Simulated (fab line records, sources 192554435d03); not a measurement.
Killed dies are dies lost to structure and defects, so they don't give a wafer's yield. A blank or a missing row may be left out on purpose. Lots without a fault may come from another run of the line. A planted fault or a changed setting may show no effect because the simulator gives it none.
Split-lot experiment | flow n5_finfet | 7 lots, 21 wafers read, on a route of 1938 steps

THE SPLIT
At N5_SD_EPI_N_ETCH_16 (etches SiO2 in CHF3/O2, target depth 5 nm), the setting target_depth_a was moved away from the recipe's 50 angstrom on 7 of the 21 wafers read, by -11.8% to +9.6%. The other wafers ran this setting at the recipe's value.

The reading is taken at the split's own step.

THE READING
etch.depth_nm (the simulator's own value, which no gauge read), in nm, at N5_SD_EPI_N_ETCH_16 (etches SiO2 in CHF3/O2, target depth 5 nm). The file gives no usual value for it. The 14 wafers here that ran the recipe average 5.001 nm, standard deviation 0.08 nm.

wafer  | tool, chamber at the split | target_depth_a as run, angstrom | against the recipe | etch.depth_nm, nm | against lot-mates on the recipe
L076.2 | rie_diel-05, 3             | 50                              | recipe             | 4.864             | -
L076.4 | rie_diel-05, 1             | 50                              | recipe             | 5.011             | -
L076.6 | rie_diel-05, 3             | 44.09                           | -11.8%             | 4.34              | -0.598
L078.1 | rie_diel-06, 1             | 53.18                           | +6.4%              | 5.27              | +0.328
L078.3 | rie_diel-06, 0             | 50                              | recipe             | 4.942             | -
L078.6 | rie_diel-06, 2             | 53.18                           | +6.4%              | 5.207             | +0.265
L079.2 | rie_diel-01, 3             | 50                              | recipe             | 5.052             | -
L079.5 | rie_diel-01, 0             | 54.79                           | +9.6%              | 5.457             | +0.405
L079.6 | rie_diel-01, 3             | 54.79                           | +9.6%              | 5.544             | +0.492
L083.3 | rie_diel-06, 3             | 50                              | recipe             | 4.971             | -
L083.5 | rie_diel-06, 3             | 50                              | recipe             | 4.927             | -
L083.6 | rie_diel-06, 0             | 50                              | recipe             | 5.018             | -
L086.1 | rie_diel-05, 3             | 50                              | recipe             | 5.084             | -
L086.5 | rie_diel-05, 2             | 50                              | recipe             | 5.171             | -
L086.6 | rie_diel-05, 3             | 50                              | recipe             | 5.102             | -
L094.2 | rie_diel-06, 0             | 52.84                           | +5.7%              | 5.296             | +0.254
L094.3 | rie_diel-06, 3             | 52.84                           | +5.7%              | 5.24              | +0.198
L094.6 | rie_diel-06, 0             | 50                              | recipe             | 5.042             | -
L096.2 | rie_diel-06, 3             | 50                              | recipe             | 4.953             | -
L096.5 | rie_diel-06, 1             | 50                              | recipe             | 4.944             | -
L096.6 | rie_diel-06, 2             | 50                              | recipe             | 4.932             | -

THE FIT
A straight line over all 21 wafers: etch.depth_nm changes by +0.0508 nm for each +1% of target_depth_a; r = +0.95; the points scatter about the line by 0.077 nm.
The same after taking each lot's own level away (the mean of its wafers on the recipe; 21 wafers): +0.0474 nm for each +1%; r = +0.98; scatter 0.04 nm.
On that fit, the largest move of target_depth_a shifts the reading by 0.56 nm.
The lots' own levels span 4.9375 to 5.1190 nm, that is 2.3 times the standard deviation above.
So the lot-to-lot level changes the slope little: the two slopes agree.
Check: with one of the wafers moved furthest among these (-11.8%) left out of the fit, the line predicts -0.54 nm for it against its lot-mates. It came out at -0.598 nm against them.

OTHER SPLITS ON THESE WAFERS
These wafers also went through other splits before the reading. Each is held against what the fit with the lots' levels taken away leaves over:
other split on the same wafers       | wafers away from the commonest value | r with etch.depth_nm (lot level and that fit taken away)
N5_ZERO_LAYER_ETCH_18 icp_w          | 5                                    | -0.03
N5_FIN_CUT_COAT_19 spin_rpm          | 8                                    | -0.51
N5_FIN_CUT_EXPOSE_05 dose_mj         | 6                                    | +0.25
N5_DUMMY_GATE_ETCH_44 target_depth_a | 6                                    | +0.03
N5_SD_EPI_N_EXPOSE_06 dose_mj        | 7                                    | +0.15

THE FILE'S OWN FIT
etch.depth_nm changes by +0.0478 nm for each +1% of target_depth_a, r = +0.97.
